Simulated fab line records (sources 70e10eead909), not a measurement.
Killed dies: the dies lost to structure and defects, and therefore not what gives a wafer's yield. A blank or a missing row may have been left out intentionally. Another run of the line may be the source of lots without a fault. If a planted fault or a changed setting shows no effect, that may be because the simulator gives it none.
Chamber matching -- flow nand_harc -- 4 sister chambers for NHARC_A_CONTACT_ETCH_75 on rie_diel-10
The step etches the open film in CF4, target depth 39 nm, time 65 s. 4 wafers are shown with their chamber, then 12 later ones without.

== WAFERS PAIRED WITH THEIR CHAMBERS ==
wafer,chamber,drypump_motor_current_A (A)
L086.4,2,5.8
L088.1,3,6.5
L088.2,0,5.3
L088.3,1,6.5

== WAFERS MISSING THEIR CHAMBER ==
wafer,drypump_motor_current_A (A)
L092.3,5.8
L092.4,5.3
L092.6,5.3
L093.3,6.6
L093.4,5.8
L093.5,5.8
L094.1,5.3
L094.2,6.5
L094.5,5.3
L095.4,6.5
L095.5,5.8
L095.6,6.6

== CHAMBER TAKEN BY EACH ==
wafer,from the rows above,in truth
L092.3,2,2
L092.4,0,0
L092.6,0,0
L093.3,can't be placed: 1 or 3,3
L093.4,2,2
L093.5,2,2
L094.1,0,0
L094.2,can't be placed: 1 or 3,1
L094.5,0,0
L095.4,can't be placed: 1 or 3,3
L095.5,2,2
L095.6,can't be placed: 1 or 3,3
Correct placement for 8 of the 12. These rows do not allow placing 4 (true chamber among the candidates in 4). Wrongly placed: 0.
How it was worked out, from the rows above alone: a wafer's distance from a chamber is the root of the sum, over the readings, of the square of ((its reading less the chamber's mean) divided by the reading's scatter). If the next closest chamber is less than 2 further off than the closest, the wafer can't be placed; otherwise it belongs to the closest. Each chamber's mean is taken over the wafers shown for it. The scatter: root of mean squared gap, hidden wafer to nearest shown wafer, with one shown wafer a chamber.
